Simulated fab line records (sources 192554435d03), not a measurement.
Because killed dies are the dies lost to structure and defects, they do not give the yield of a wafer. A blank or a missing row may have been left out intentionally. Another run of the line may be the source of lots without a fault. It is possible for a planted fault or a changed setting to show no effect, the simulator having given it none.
Struck lot and sound lot, side by side    flow n5-finfet    19 steps out of a route of 1938
Sound: wafers L522.3, L522.4, L522.5. Struck: wafers L535.3, L535.5, L535.6. The cause is named last.
Order at every step that has rows: each side's tool, ch and its chambers, its first start. Under that, the readings that differ: sound wafers    struck wafers    difference of the means    sigmas: that difference in standard deviations of wafers without a fault.
alike: readings whose means differ by less than 2 such deviations, and words and numbers that are the same on both sides. not compared: withheld readings, readings that some wafer has no value for, bounds like >300 that may hide the same value, and numbers for which the record gives no deviation and whose values overlap.
A row with sigmas, a row that says differs or no value, or rows on one side alone: a step with any of these is where the two part. When numbers do not overlap yet have no deviation, they are printed without sigmas and do not part them. A reading missing from all wafers of one side parts the sides only when that side holds two or more wafers.

first, 2 steps without rows for these wafers: N5_BEOL_M2_STRIP_65 (strips in N2/H2); N5_BEOL_M2_STRIP_75 (strips in N2/H2).
N5_BEOL_M2_STRIP_66: strips in CF4.
  sound on rie-diel-05 ch 0,3, day 7 18:41; struck on rie-diel-02 ch 0,2,3, day 11 03:28
  alike: drypump-motor-current-A, oes-product-au, rf-vpp-V, showerhead-plenum-p-Torr, throttle-valve-pct
  not compared: rf-hours-counter-h
N5_BEOL_M2_HM_OPEN_17: chemistry Cl2/BCl3, target TiN, target depth 20 nm, overetch 6 nm.
  sound on rie-metal-01 ch 0,1, day 7 18:46; struck on rie-metal-03 ch 0,1, day 11 03:32
  alike: drypump-motor-current-A, mfc-cl2-sccm, oes-product-au, throttle-valve-pct
  not compared: rf-hours-counter-h
N5_BEOL_M2_STRIP_19: strips in O2.
  sound on rie-diel-05 ch 1,2, day 7 18:50; struck on rie-diel-02 ch 0,1,2, day 11 03:43
  alike: drypump-motor-current-A, oes-product-au, rf-vpp-V, showerhead-plenum-p-Torr, throttle-valve-pct
  not compared: rf-hours-counter-h
N5_BEOL_M2_CD_MEAS_18: pitch 36 nm, target cd 18 nm.
  sound on cd-sem-03, day 7 18:55; struck on cd-sem-01, day 11 03:48
  alike: cd-nm
then, 6 steps without rows for these wafers: N5_BEOL_M2_COAT_67 (time 60 s, resist thk 60 nm); N5_BEOL_M2_COAT_68 (time 60 s, resist thk 12 nm); N5_BEOL_M2_COAT_76 (time 60 s, resist thk 5 nm); N5_BEOL_M2_COAT_22 (resist thk 30 nm); N5_BEOL_M2_EBR_24; N5_BEOL_M2_SOFTBAKE_23 (time 60 s).
N5_BEOL_M2_EXPOSE_25: exposes mask V1, defocus 5 nm.
  sound on euv-scanner-02 ch 0, day 7 19:06; struck on euv-scanner-01 ch 0, day 11 05:00
reading               sound              struck             difference  sigmas
exposure-dose-mJ-cm2  63.07 62.98 62.96  68.31 68.32 68.27  +5.30       +44
  alike: mask
then, 2 steps without rows for these wafers: N5_BEOL_M2_PEB_26 (peb time 60 s); N5_BEOL_M2_DEVELOP_27 (develop time 30 s).
N5_BEOL_M2_CD_MEAS_28: target cd 26.2 nm, target cd y 24.1 nm.
  sound on cd-sem-03 ch 0, day 7 19:14; struck on cd-sem-02 ch 0, day 11 05:08
reading     sound              struck             difference  sigmas
cd-nm (nm)  26.21 26.00 26.18  27.90 27.60 27.73  +1.61       +7
N5_BEOL_M2_OVL_MEAS_29:
  sound on overlay-02 ch 0, day 7 19:16; struck on overlay-02 ch 0, day 11 05:10
  alike: V1_OVL
-- a jump in the record: the struck wafers' starts before and after are 2 days apart (it breaks off in module BEOL_M2 and resumes in module BEOL_M4, where the first step shown is number 1111 of the route) --
N5_BEOL_M4_RC_MEAS_101:
  sound on prober-02 ch 0, day 9 16:00; struck on prober-02 ch 0, day 13 05:27
reading         sound           struck          difference  sigmas
IOFF_P (nA/um)  0.14 0.20 0.17  0.23 0.29 0.25  +0.09       +2
ION_N (uA/um)   642 656 637     675 677 683     +33         +2
ION_P (uA/um)   438 449 447     468 461 468     +21         +3
VT_N (mV)       260 250 259     252 246 245     -9          -2
VT_P (mV)       -257 -254 -257  -250 -245 -246  +9          +3
  alike: DIBL_N, DIBL_P, IOFF_N, SS_N, SS_P
-- here the record skips 5 days between the struck wafers' starts before and after, leaving off in module BEOL_M4 and picking up in module PASSIVATION (first step shown: number 1936 of the route) --
N5_PASSIVATION_PROBE_49:
  rows exist in the record for the struck wafers here (prober-01, day 18 01:14), but not for the sound ones

## WHERE THEY PART
At N5_BEOL_M2_EXPOSE_25 first; at N5_PASSIVATION_PROBE_49 last (within this record only).

WHY: what had been put in by the simulator
Process parameter drift: euv-scanner-01, from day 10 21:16 on, at N5_BEOL_M2_EXPOSE_25. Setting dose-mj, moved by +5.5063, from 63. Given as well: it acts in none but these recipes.
